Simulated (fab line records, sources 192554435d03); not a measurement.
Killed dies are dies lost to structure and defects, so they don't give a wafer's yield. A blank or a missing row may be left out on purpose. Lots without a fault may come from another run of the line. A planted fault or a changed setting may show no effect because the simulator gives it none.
fab line records | flow n5_finfet
record lots=7 wafers=39
route steps=1938 shown WELL_APT@24 DUMMY_GATE@228 HKMG_FIN@403
start_h: hours from the record's first day to the start of the lot's first wafer shown | wait_h: hours since the lot's step before | " the same as in the row above | L1.1+2: a row that stands for several wafers | - no value, or no start given | * or withheld: withheld | < > ~ a bound
route shown NAME@n: a module of which the file shows steps, and the number in the route of the first | usual: mean/standard deviation of fault-free wafers | same: alike in all rows | chamber/n: place in a boat | sites: the reading at each site | _std_site: their standard deviation | _edge_site: outer sites' mean less inner sites' | radius_mm: how far each site lies from the wafer's centre | mask NAME#n: copy n | behind: the tool/chamber that last shaped the wafer | hold: why the lot was held/for how many hours/how that ended | device: the transistor (n, p or np) that didn't switch | end of line: the same wafers' tests at the end of the route | a step without rows: its recipe alone | killed: dies lost to structure and defects at the first sort, not the wafer's yield | map: a wafer's dies, x killed, . not, _ none there
set.NAME: the setting as run; set.NAME@STEP: as run at that earlier step | model.NAME: the simulator's own value behind a step, which no gauge read
lots whose settings were changed on purpose; a table a step, a row a wafer
## steps
# step N5_WELL_APT_EXPOSE_05
# recipe mask_id=NWELL na=0.8 source_shape=conventional sigma_outer=0.8 polarization=unpolarized defocus_nm=0 target_cd_nm=200 dose_mj=20.3
# columns lot.wafer tool chamber start_h wait_h mask set.dose_mj
L078.1+2+3+4+5+6 krf_scanner-02 0 37.51 - NWELL#0 20.3
L082.2+3+6 krf_scanner-02 0 61.42 - NWELL#0 20.3
L084.1+2+3+4+5+6 krf_scanner-02 0 73.75 - NWELL#0 20.3
L087.1+2+3+4+5+6 krf_scanner-01 0 91.39 - NWELL#0 20.3
L088.1+4+6 krf_scanner-02 0 97.56 - NWELL#0 21.72
L088.2+3+5 " 0 " " NWELL#0 20.3
L092.1+2+3+4+5+6 krf_scanner-01 0 121.64 - NWELL#0 20.3
L096.1+2+3 krf_scanner-02 0 145.94 - NWELL#0 20.3
L096.4+5+6 " 0 " " NWELL#0 21.48
# step N5_WELL_APT_PEB_06
# recipe peb_temp_c=130 peb_time_s=90
# step N5_WELL_APT_DEVELOP_07
# recipe develop_time_s=45 rinse_liquid=surfactant_rinse dry=air_spin dev_temp_c=21
# step N5_WELL_APT_HARDBAKE_12
# recipe temp_c=130 time_s=120
# step N5_WELL_APT_CD_MEAS_08
# recipe target_cd_nm=200 landing_energy_ev=500 detector=se_inlens
# usual cd_nm=198.8/1.9
# columns lot.wafer tool chamber start_h wait_h set.dose_mj@WELL_APT_EXPOSE_05 cd_nm
L078.1 cd_sem-01 0 37.68 - 20.3 200.6
L078.2 " 0 " " 20.3 201.0
L078.3 " 0 " " 20.3 200.5
L078.4 " 0 " " 20.3 199.0
L078.5 " 0 " " 20.3 201.7
L078.6 " 0 " " 20.3 201.1
L082.2 cd_sem-01 0 61.59 - 20.3 201.4
L082.3 " 0 " " 20.3 200.3
L082.6 " 0 " " 20.3 199.9
L084.1 cd_sem-01 0 73.92 - 20.3 199.2
L084.2 " 0 " " 20.3 199.6
L084.3 " 0 " " 20.3 198.0
L084.4 " 0 " " 20.3 199.9
L084.5 " 0 " " 20.3 199.4
L084.6 " 0 " " 20.3 198.9
L087.1 cd_sem-01 0 91.57 - 20.3 197.0
L087.2 " 0 " " 20.3 197.2
L087.3 " 0 " " 20.3 197.8
L087.4 " 0 " " 20.3 195.6
L087.5 " 0 " " 20.3 196.7
L087.6 " 0 " " 20.3 198.9
L088.1 cd_sem-03 0 97.73 - 21.72 207.2
L088.2 " 0 " " 20.3 198.3
L088.3 " 0 " " 20.3 194.5
L088.4 " 0 " " 21.72 206.7
L088.5 " 0 " " 20.3 198.7
L088.6 " 0 " " 21.72 206.4
L092.1 cd_sem-03 0 121.81 - 20.3 196.9
L092.2 " 0 " " 20.3 198.2
L092.3 " 0 " " 20.3 199.8
L092.4 " 0 " " 20.3 195.1
L092.5 " 0 " " 20.3 200.3
L092.6 " 0 " " 20.3 199.0
L096.1 cd_sem-03 0 146.12 - 20.3 198.7
L096.2 " 0 " " 20.3 198.0
L096.3 " 0 " " 20.3 197.8
L096.4 " 0 " " 21.48 208.1
L096.5 " 0 " " 21.48 204.2
L096.6 " 0 " " 21.48 207.4
# step N5_WELL_APT_DESCUM_13
# recipe chemistry=O2 time_s=7.9 source_power_w=50 bias_power_w=20 pressure_mtorr=20 rf_frequency_hz=2.712e+07 temp_c=40 o2_flow_sccm=225
# columns lot.wafer tool chamber start_h wait_h set.dose_mj@WELL_APT_EXPOSE_05 model.WELL_APT.cd_nm
L078.1+6 rie_diel-03 2,3 37.77 0.0 20.3 201
L078.2 " 1 " " 20.3 200.9
L078.3 " 0 " " 20.3 200.8
L078.4 " 3 " " 20.3 198.6
L078.5 " 2 " " 20.3 202.2
L082.2 rie_diel-03 1 61.90 0.3 20.3 201.2
L082.3 " 2 " " 20.3 200.5
L082.6 " 1 " " 20.3 199.9
L084.1 rie_diel-02 2 74.38 0.4 20.3 199.1
L084.2 " 0 " " 20.3 200.2
L084.3 " 1 " " 20.3 198.2
L084.4 " 3 " " 20.3 200
L084.5 " 2 " " 20.3 199.2
L084.6 " 3 " " 20.3 199
L087.1+5 rie_diel-03 3,1 91.65 0.0 20.3 197
L087.2 " 0 " " 20.3 197.1
L087.3 " 1 " " 20.3 197.8
L087.4 " 2 " " 20.3 196
L087.6 " 0 " " 20.3 198.8
L088.1 rie_diel-02 2 97.82 0.0 21.72 207.3
L088.2 " 0 " " 20.3 198.4
L088.3 " 3 " " 20.3 194.5
L088.4 " 1 " " 21.72 206.6
L088.5 " 3 " " 20.3 198.1
L088.6 " 2 " " 21.72 206.2
L092.1 rie_diel-02 3 122.04 0.2 20.3 197
L092.2 " 1 " " 20.3 198.4
L092.3 " 0 " " 20.3 199.8
L092.4 " 2 " " 20.3 195.7
L092.5 " 1 " " 20.3 200.2
L092.6 " 0 " " 20.3 198.6
L096.1 rie_diel-04 3 146.58 0.3 20.3 198.4
L096.2 " 1 " " 20.3 197.9
L096.3 " 2 " " 20.3 198
L096.4 " 0 " " 21.48 207.9
L096.5 " 2 " " 21.48 204.5
L096.6 " 3 " " 21.48 207.2
# step N5_DUMMY_GATE_EXPOSE_12
# recipe mask_id=GATE na=0.33 source_shape=annular sigma_inner=0.2 sigma_outer=0.6 polarization=unpolarized target_cd_nm=25 dose_mj=34
# columns lot.wafer tool chamber start_h wait_h mask set.dose_mj
L078.1+5+6 euv_scanner-01 0 76.30 - GATE#0 34
L078.2+3+4 " 0 " " GATE#0 35.4
L082.2+3+6 euv_scanner-02 0 93.82 - GATE#0 34
L084.1+2+5 euv_scanner-02 0 106.53 - GATE#0 34
L084.3+4+6 " 0 " " GATE#0 33.24
L087.1+5+6 euv_scanner-02 0 130.01 - GATE#0 35.5
L087.2+3+4 " 0 " " GATE#0 34
L088.1+2+6 euv_scanner-02 0 136.12 - GATE#0 32.02
L088.3+4+5 " 0 " " GATE#0 34
L092.1+4+5 euv_scanner-02 0 156.37 - GATE#0 32.51
L092.2+3+6 " 0 " " GATE#0 34
L096.1+2+6 euv_scanner-01 0 181.76 - GATE#0 31.4
L096.3+4+5 " 0 " " GATE#0 34
# step N5_DUMMY_GATE_PEB_13
# recipe peb_temp_c=100 peb_time_s=60 resist=CAR-EUV
# step N5_DUMMY_GATE_DEVELOP_14
# recipe develop_time_s=30 developer=TMAH resist=CAR-EUV rinse_liquid=surfactant_rinse dry=air_spin dev_temp_c=23
# step N5_DUMMY_GATE_CD_MEAS_15
# recipe target_cd_nm=25.8 landing_energy_ev=500 detector=se_inlens
# usual cd_nm=24.98/0.25
# columns lot.wafer tool chamber start_h wait_h set.dose_mj@DUMMY_GATE_EXPOSE_12 cd_nm
L078.1 cd_sem-01 0 76.43 - 34 25.08
L078.2 " 0 " " 35.4 24.71
L078.3 " 0 " " 35.4 24.24
L078.4 " 0 " " 35.4 24.28
L078.5 " 0 " " 34 25.06
L078.6 " 0 " " 34 25.17
L082.2 cd_sem-01 0 93.94 - 34 25.25
L082.3 " 0 " " 34 24.85
L082.6 " 0 " " 34 25.16
L084.1 cd_sem-02 0 106.66 - 34 24.87
L084.2 " 0 " " 34 25.12
L084.3 " 0 " " 33.24 25.67
L084.4 " 0 " " 33.24 25.48
L084.5 " 0 " " 34 25.14
L084.6 " 0 " " 33.24 25.28
L087.1 cd_sem-03 0 130.14 - 35.5 24.28
L087.2 " 0 " " 34 25.24
L087.3 " 0 " " 34 25.46
L087.4 " 0 " " 34 25.23
L087.5 " 0 " " 35.5 24.33
L087.6 " 0 " " 35.5 24.41
L088.1 cd_sem-03 0 136.24 - 32.02 26.37
L088.2 " 0 " " 32.02 26.07
L088.3 " 0 " " 34 25.24
L088.4 " 0 " " 34 25.15
L088.5 " 0 " " 34 24.91
L088.6 " 0 " " 32.02 26.28
L092.1 cd_sem-02 0 156.49 - 32.51 25.92
L092.2 " 0 " " 34 25.03
L092.3 " 0 " " 34 25.44
L092.4 " 0 " " 32.51 25.85
L092.5 " 0 " " 32.51 26.24
L092.6 " 0 " " 34 25.37
L096.1 cd_sem-03 0 181.89 - 31.4 26.56
L096.2 " 0 " " 31.4 26.42
L096.3 " 0 " " 34 24.88
L096.4 " 0 " " 34 24.89
L096.5 " 0 " " 34 25.07
L096.6 " 0 " " 31.4 26.39
# step N5_DUMMY_GATE_STRIP_38
# recipe chemistry=N2/H2 temp_c=40 n2_flow_sccm=200 h2_flow_sccm=200 rf_frequency_hz=6e+07
# step N5_DUMMY_GATE_STRIP_39
# recipe chemistry=N2/H2 temp_c=40 n2_flow_sccm=200 h2_flow_sccm=200 rf_frequency_hz=6e+07
# step N5_DUMMY_GATE_TRIM_49
# recipe chemistry=O2 resist=SOC time_s=29 target_cd_nm=14 source_power_w=300 bias_power_w=0 O2_flow_sccm=100 temp_c=20
# columns lot.wafer tool chamber start_h wait_h set.dose_mj@DUMMY_GATE_EXPOSE_12 model.DUMMY_GATE.cd_nm
L078.1+6 rie_si-05 1 76.78 0.0 34 14
L078.2 " 2 " " 35.4 12.6
L078.3 " 0 " " 35.4 13.4
L078.4 " 3 " " 35.4 13.6
L078.5 " 2 " " 34 14.4
L082.2+6 rie_si-04 3,2 94.29 0.0 34 14.2
L082.3 " 1 " " 34 14
L084.1 rie_si-01 3 107.01 0.0 34 13.4
L084.2 " 0 " " 34 14
L084.3+4 " 1,2 " " 33.24 14.4
L084.5 " 2 " " 34 13.6
L084.6 " 1 " " 33.24 14.2
L087.1 rie_si-04 2 130.50 0.0 35.5 13.6
L087.2+3 " 3,1 " " 34 14
L087.4 " 0 " " 34 14.2
L087.5 " 3 " " 35.5 13.2
L087.6 " 2 " " 35.5 13.4
L088.1+6 rie_si-01 1,2 136.60 0.0 32.02 15
L088.2 " 3 " " 32.02 14.8
L088.3 " 0 " " 34 13.8
L088.4 " 2 " " 34 14.4
L088.5 " 3 " " 34 14
L092.1 rie_si-04 3 156.85 0.0 32.51 14.8
L092.2 " 2 " " 34 14.4
L092.3+6 " 0,3 " " 34 14
L092.4 " 1 " " 32.51 15
L092.5 " 2 " " 32.51 15.2
L096.1 rie_si-01 3 182.25 0.0 31.4 15.2
L096.2 " 0 " " 31.4 15.4
L096.3 " 2 " " 34 14.2
L096.4 " 1 " " 34 13.8
L096.5 " 2 " " 34 14
L096.6 " 1 " " 31.4 15.6
# step N5_DUMMY_GATE_ETCH_32
# recipe chemistry=CF4 target=SiO2 target_depth_a=35 time_s=3.9 ion_energy_ev=350 pressure_mtorr=10 icp_w=800 bias_w=400 cf4_flow_sccm=80
# columns lot.wafer tool chamber start_h wait_h set.time_s model.etch.depth_nm
L078.1 rie_si-04 2 77.23 0.1 3.9 3.572
L078.2 " 3 " " 3.9 3.608
L078.3 " 1 " " 3.9 3.496
L078.4 " 0 " " 3.9 3.434
L078.5 " 3 " " 3.9 3.614
L078.6 " 0 " " 3.9 3.441
L082.2 rie_si-05 2 94.74 0.1 3.9 3.528
L082.3 " 0 " " 3.9 3.656
L082.6 " 2 " " 3.9 3.562
L084.1 rie_si-01 3 107.46 0.1 3.9 3.565
L084.2 " 2 " " 3.9 3.464
L084.3 " 0 " " 3.9 3.45
L084.4 " 1 " " 3.9 3.426
L084.5 " 0 " " 3.9 3.438
L084.6 " 3 " " 3.9 3.561
L087.1 rie_si-01 0 130.94 0.1 3.346 2.987
L087.2 " 2 " " 3.9 3.49
L087.3 " 1 " " 3.9 3.428
L087.4 " 3 " " 3.346 3.058
L087.5 " 0 " " 3.346 2.971
L087.6 " 3 " " 3.9 3.61
L088.1 rie_si-04 2 137.08 0.1 3.9 3.528
L088.2 " 3 " " 4.511 4.126
L088.3 " 1 " " 3.9 3.439
L088.4 " 0 " " 3.9 3.437
L088.5 " 2 " " 4.511 4.107
L088.6 " 1 " " 4.511 4.012
L092.1 rie_si-01 3 157.30 0.1 4.335 3.917
L092.2 " 1 " " 3.9 3.405
L092.3 " 2 " " 3.9 3.46
L092.4 " 0 " " 4.335 3.797
L092.5 " 1 " " 3.9 3.379
L092.6 " 0 " " 4.335 3.81
L096.1 rie_si-05 3 182.69 0.1 3.591 3.111
L096.2 " 2 " " 3.9 3.601
L096.3 " 1 " " 3.9 3.558
L096.4 " 0 " " 3.591 3.404
L096.5 " 1 " " 3.591 3.291
L096.6 " 0 " " 3.9 3.698
# step N5_DUMMY_GATE_ETCH_42
# recipe chemistry=CHF3/O2 target=SiO2 target_depth_a=35 time_s=31 ion_energy_ev=30 bias_w=12 pressure_mtorr=30 source_w=600 Ar_flow_sccm=200 CHF3_flow_sccm=50 O2_flow_sccm=5
# usual rf_vpp_V=42.5/1.1
# columns lot.wafer tool chamber start_h wait_h set.bias_w rf_vpp_V
L078.1 rie_diel-05 3 77.48 0.0 13.17 46.6
L078.2 " 0 " " 12 43.0
L078.3 " 2 " " 12 44.4
L078.4 " 1 " " 13.17 46.2
L078.5 " 0 " " 12 42.6
L078.6 " 3 " " 13.17 45.3
L082.2 rie_diel-06 1 94.99 0.0 12 42.4
L082.3 " 2 " " 12 42.2
L082.6 " 2 " " 12 41.9
L084.1 rie_diel-06 3 107.71 0.0 12 42.3
L084.2 " 1 " " 12 42.1
L084.3 " 2 " " 12 41.4
L084.4 " 0 " " 12 41.0
L084.5 " 1 " " 12 42.4
L084.6 " 0 " " 12 41.0
L087.1 rie_diel-05 0 131.19 0.0 13.15 45.9
L087.2 " 1 " " 13.15 46.2
L087.3 " 2 " " 12 42.2
L087.4 " 3 " " 12 40.7
L087.5 " 0 " " 12 43.2
L087.6 " 3 " " 13.15 43.7
L088.1 rie_diel-01 3 137.33 0.0 10.58 38.2
L088.2 " 2 " " 12 40.9
L088.3 " 1 " " 10.58 40.7
L088.4 " 0 " " 12 42.9
L088.5 " 2 " " 12 42.2
L088.6 " 3 " " 10.58 37.6
L092.1 rie_diel-05 2 157.54 0.0 10.86 40.6
L092.2 " 1 " " 12 41.4
L092.3 " 3 " " 10.86 39.1
L092.4 " 1 " " 12 43.1
L092.5 " 3 " " 10.86 38.0
L092.6 " 2 " " 12 44.2
L096.1 rie_diel-05 0 182.94 0.0 12 43.2
L096.2 " 2 " " 13.55 46.5
L096.3 " 3 " " 12 42.6
L096.4 " 1 " " 13.55 46.2
L096.5 " 2 " " 13.55 46.6
L096.6 " 3 " " 12 40.4
# step N5_HKMG_FIN_ETCH_55
# recipe chemistry=N2/H2 target=SOC target_depth_a=2400 temp_c=40 time_s=300 ion_energy_ev=200 mask_material=SiARC pressure_mtorr=30 source_w=840 bias_w=150 n2_flow_sccm=200 h2_flow_sccm=200
# columns lot.wafer tool chamber start_h wait_h set.time_s model.HKMG_FIN.feature_depth_nm model.etch.depth_nm model.SiARC_of_HKMG_FIN_COAT_42.thk_nm
L078.1 rie_diel-04 0 103.08 0.0 245.8 197 197 23.2
L078.2 " 3 " " 300 239.8 239.9 20.8
L078.3 " 2 " " 245.8 188.2 188.2 24
L078.4 " 1 " " 300 243.6 243.6 21.2
L078.5 " 1 " " 245.8 198.2 198.2 23.8
L078.6 " 2 " " 300 228.8 228.9 21.6
L082.2 rie_diel-04 1 122.30 0.0 300 245.4 245.3 21
L082.3 " 0 " " 300 240 240 20.6
L082.6 " 3 " " 300 242.4 242.5 20.6
L084.1 rie_diel-04 2 135.21 0.0 273.6 210 210 22.8
L084.2 " 1 " " 273.6 220.8 220.8 22.8
L084.3 " 3 " " 300 239.6 239.5 21.2
L084.4 " 0 " " 273.6 216 215.9 22.2
L084.5 " 0 " " 300 240 239.9 21
L084.6 " 3 " " 300 241.4 241.4 21
L087.1 rie_diel-04 3 155.66 0.0 330.2 260.8 260.8 20
L087.2 " 0 " " 330.2 258.8 258.9 19.8
L087.3 " 2 " " 300 226 226 22
L087.4 " 1 " " 300 240 240 21.8
L087.5 " 2 " " 330.2 249.2 249.2 20.8
L087.6 " 1 " " 300 240.8 240.8 21.4
L088.1 rie_diel-03 2 164.14 0.0 300 242 242.1 20.8
L088.2 " 0 " " 360.9 296.8 296.9 17.6
L088.3 " 1 " " 360.9 284 284 18.8
L088.4 " 0 " " 360.9 297.4 297.3 17.6
L088.5 " 2 " " 300 241.6 241.7 20.6
L088.6 " 1 " " 300 235.8 235.9 21.4
L092.1 rie_diel-02 0 182.88 0.0 246.7 192 192 24
L092.2 " 2 " " 246.7 193.4 193.4 24
L092.3 " 1 " " 300 234.4 234.4 21
L092.4 " 3 " " 300 251 251 20.4
L092.5 " 1 " " 246.7 192.6 192.6 23.6
L092.6 " 0 " " 300 236 236 21.6
L096.1 rie_diel-03 2 210.45 0.0 300 242.6 242.5 20.8
L096.2 " 3 " " 264.2 213.2 213.2 23.4
L096.3 " 0 " " 300 247.8 247.9 20.6
L096.4 " 1 " " 264.2 209.6 209.5 23.2
L096.5 " 3 " " 300 243 243 21.8
L096.6 " 2 " " 264.2 212.8 212.9 22.6
## key
split step=N5_WELL_APT_EXPOSE_05 setting=dose_mj stated=20.3 by=wafer
response step=N5_WELL_APT_CD_MEAS_08 reading=cd_nm change=+1.4 per=1% r=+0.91
response step=N5_WELL_APT_DESCUM_13 reading=model.WELL_APT.cd_nm change=+1.41 per=1% r=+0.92
split step=N5_DUMMY_GATE_EXPOSE_12 setting=dose_mj stated=34 by=wafer
response step=N5_DUMMY_GATE_CD_MEAS_15 reading=cd_nm change=-0.192 per=1% r=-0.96
response step=N5_DUMMY_GATE_TRIM_49 reading=model.DUMMY_GATE.cd_nm change=-0.182 per=1% r=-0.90
split step=N5_DUMMY_GATE_ETCH_32 setting=time_s stated=3.9 by=wafer
response step=N5_DUMMY_GATE_ETCH_32 reading=model.etch.depth_nm change=+0.0383 per=1% r=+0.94
split step=N5_DUMMY_GATE_ETCH_42 setting=bias_w stated=12 by=wafer
response step=N5_DUMMY_GATE_ETCH_42 reading=rf_vpp_V change=+0.319 per=1% r=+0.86
split step=N5_HKMG_FIN_ETCH_55 setting=time_s stated=300 by=wafer
response step=N5_HKMG_FIN_ETCH_55 reading=model.HKMG_FIN.feature_depth_nm change=+2.56 per=1% r=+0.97
response step=N5_HKMG_FIN_ETCH_55 reading=model.etch.depth_nm change=+2.56 per=1% r=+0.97
response step=N5_HKMG_FIN_ETCH_55 reading=model.SiARC_of_HKMG_FIN_COAT_42.thk_nm change=-0.151 per=1% r=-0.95
